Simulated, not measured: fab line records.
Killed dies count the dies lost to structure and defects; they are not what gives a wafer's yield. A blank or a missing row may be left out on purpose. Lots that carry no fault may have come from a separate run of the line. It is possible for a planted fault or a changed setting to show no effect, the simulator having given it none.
Chamber matching + flow nand_harc + 4 sister chambers for NHARC_P_BONDPAD_CMP_19 on cmp-04
The step polishes, t overpolish 30 s, cu recess touch 16 s, target thk 160.81 nm. 4 wafers are shown with their chamber, then 12 later ones without.

## WAFERS WITH THEIR CHAMBER
| wafer  | chamber | motor_current_A (A) |
|--------|---------|---------------------|
| L085.3 | 0       | 11.0                |
| L088.1 | 1       | 12.6                |
| L088.3 | 3       | 12.9                |
| L088.6 | 2       | 14.6                |

## WAFERS MISSING THEIR CHAMBER
| wafer  | motor_current_A (A) |
|--------|---------------------|
| L090.1 | 11.0                |
| L090.4 | 14.2                |
| L090.5 | 11.6                |
| L090.2 | 13.0                |
| L090.3 | 13.4                |
| L090.6 | 12.2                |
| L094.1 | 11.3                |
| L094.2 | 12.9                |
| L094.5 | 12.8                |
| L095.2 | 11.2                |
| L095.4 | 14.5                |
| L095.5 | 14.4                |

## WHICH CHAMBER EACH ONE RAN IN
| wafer  | from the rows above     | in truth |
|--------|-------------------------|----------|
| L090.1 | 0                       | 0        |
| L090.4 | 2                       | 2        |
| L090.5 | can't be placed: 0 or 1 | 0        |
| L090.2 | can't be placed: 3 or 1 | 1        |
| L090.3 | can't be placed: 3 or 1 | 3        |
| L090.6 | can't be placed: 1 or 3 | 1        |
| L094.1 | 0                       | 0        |
| L094.2 | can't be placed: 3 or 1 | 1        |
| L094.5 | can't be placed: 3 or 1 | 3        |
| L095.2 | 0                       | 0        |
| L095.4 | 2                       | 2        |
| L095.5 | 2                       | 2        |
Correct placement for 6 of the 12. Not placeable from these rows: 6 (in 6, the candidates include the true chamber). Wrongly placed: 0.
How it was worked out, from the rows above alone: a wafer's distance from a chamber is the root of the sum, over the readings, of the square of ((its reading less the chamber's mean) divided by the reading's scatter). If the next closest chamber is less than 2 further off than the closest, the wafer can't be placed; otherwise it belongs to the closest. For every chamber, the mean is computed from those of its wafers that are shown. The scatter: root of mean squared gap, hidden wafer to nearest shown wafer, with one shown wafer a chamber.
